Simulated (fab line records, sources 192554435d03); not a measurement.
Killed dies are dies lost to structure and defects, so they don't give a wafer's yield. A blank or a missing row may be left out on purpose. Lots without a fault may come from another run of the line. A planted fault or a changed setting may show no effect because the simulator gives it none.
A struck lot beside a sound one | flow n5_finfet | 16 steps out of a route of 1938
Sound: wafers L893.1, L893.2, L893.5. Struck: wafer L897.4. (L897.2, L897.3 of the same lot were not struck and are left out.) The cause comes at the end.
At each step with rows: each side's tool, then ch and its chambers, then its first start. Under that, the readings that differ: sound wafers | struck wafers | difference of the means | sigmas: that difference in standard deviations of wafers without a fault.
alike: readings whose means differ by less than 2 such deviations, and words and numbers that are the same on both sides. not compared: withheld readings, readings that some wafer has no value for, bounds like >300 that may hide the same value, and numbers for which the record gives no deviation and whose values overlap.
The two part at a step that has a row with sigmas, a row that says differs or no value, or rows on one side only. Numbers that don't overlap but have no deviation are shown without sigmas and don't part them. A reading that every wafer of one side lacks parts them only if that side has two wafers or more.

first, 9 steps without rows for these wafers: N5_BEOL_M15_COAT_60 (time 60 s, resist thk 89 nm); N5_BEOL_M15_COAT_22 (resist thk 800 nm); N5_BEOL_M15_EBR_24; N5_BEOL_M15_SOFTBAKE_23 (time 60 s); N5_BEOL_M15_EXPOSE_25 (exposes mask M15, target cd 400 nm); N5_BEOL_M15_PEB_26 (peb time 90 s); N5_BEOL_M15_DEVELOP_27 (develop time 45 s); N5_BEOL_M15_HARDBAKE_32 (time 120 s); N5_BEOL_M15_DESCUM_33 (chemistry O2, time 7.9 s).
N5_BEOL_M15_ETCH_61: etches BARC in N2/H2, target depth 89 nm, overetch 26.7 nm, time 67.9 s.
  sound on rie_diel-06 ch 0,3, day 13 22:04; struck on rie_diel-06 ch 3, day 15 01:52
  reading                                    | sound             | struck | difference | sigmas
  model.coat_of_BEOL_M15_COAT_22.thk_nm (nm) | 714.8 712.4 717   | 687.6  | -27.1      |
  model.BEOL_M15.cd_nm (nm)                  | 399.8 400.6 399.2 | 407.4  | +7.5       |
  alike: drypump_motor_current_A, oes_product_au, rf_vpp_V, showerhead_plenum_p_Torr, throttle_valve_pct
  not compared: rf_hours_counter_h
N5_BEOL_M15_TRENCH_ETCH_34: etches SiO2 in C4F8/O2/Ar, target depth 872.93 nm, time 199 s.
  sound on rie_diel-06 ch 0,3, day 13 22:07; struck on rie_diel-06 ch 3, day 15 01:55
  reading                                    | sound             | struck | difference | sigmas
  model.coat_of_BEOL_M15_COAT_22.thk_nm (nm) | 535.8 541.8 546.2 | 515.6  | -25.7      |
  alike: C4F8_flow_sccm, O2_flow_sccm, drypump_motor_current_A, he_inner_torr, mfc_ar_sccm, oes_f_703_au, oes_product_au, rf_vpp_V, showerhead_plenum_p_Torr, throttle_valve_pct
  not compared: rf_hours_counter_h
then, 3 steps without rows for these wafers: N5_BEOL_M15_STRIP_36 (strips in O2); N5_BEOL_M15_STRIP_62 (strips in O2); N5_BEOL_M15_STRIP_37 (strips in O2).
N5_BEOL_M15_ETCH_38: etches SiCN in CF4/N2, target depth 106.4 nm, time 120.5 s.
  sound on rie_diel-04 ch 0,2,3; struck on rie_diel-06 ch 1
  reading                   | sound             | struck | difference | sigmas
  cf4_flow_sccm (sccm)      | 59.89 59.73 59.86 | 60.32  | +0.49      | +3
  model.BEOL_M15.cd_nm (nm) | 399.8 400.6 399.2 | 407    | +7         |
  alike: drypump_motor_current_A, mfc_ar_sccm, oes_product_au, rf_vpp_V, showerhead_plenum_p_Torr, throttle_valve_pct
  not compared: rf_hours_counter_h
then, 1 step without rows for these wafers: N5_BEOL_M15_PRECLEAN_39 (cleans in residue remover, time 60 s).

WHERE THEY PART
Only at N5_BEOL_M15_ETCH_38, within this record.

WHY: what the simulator had put in
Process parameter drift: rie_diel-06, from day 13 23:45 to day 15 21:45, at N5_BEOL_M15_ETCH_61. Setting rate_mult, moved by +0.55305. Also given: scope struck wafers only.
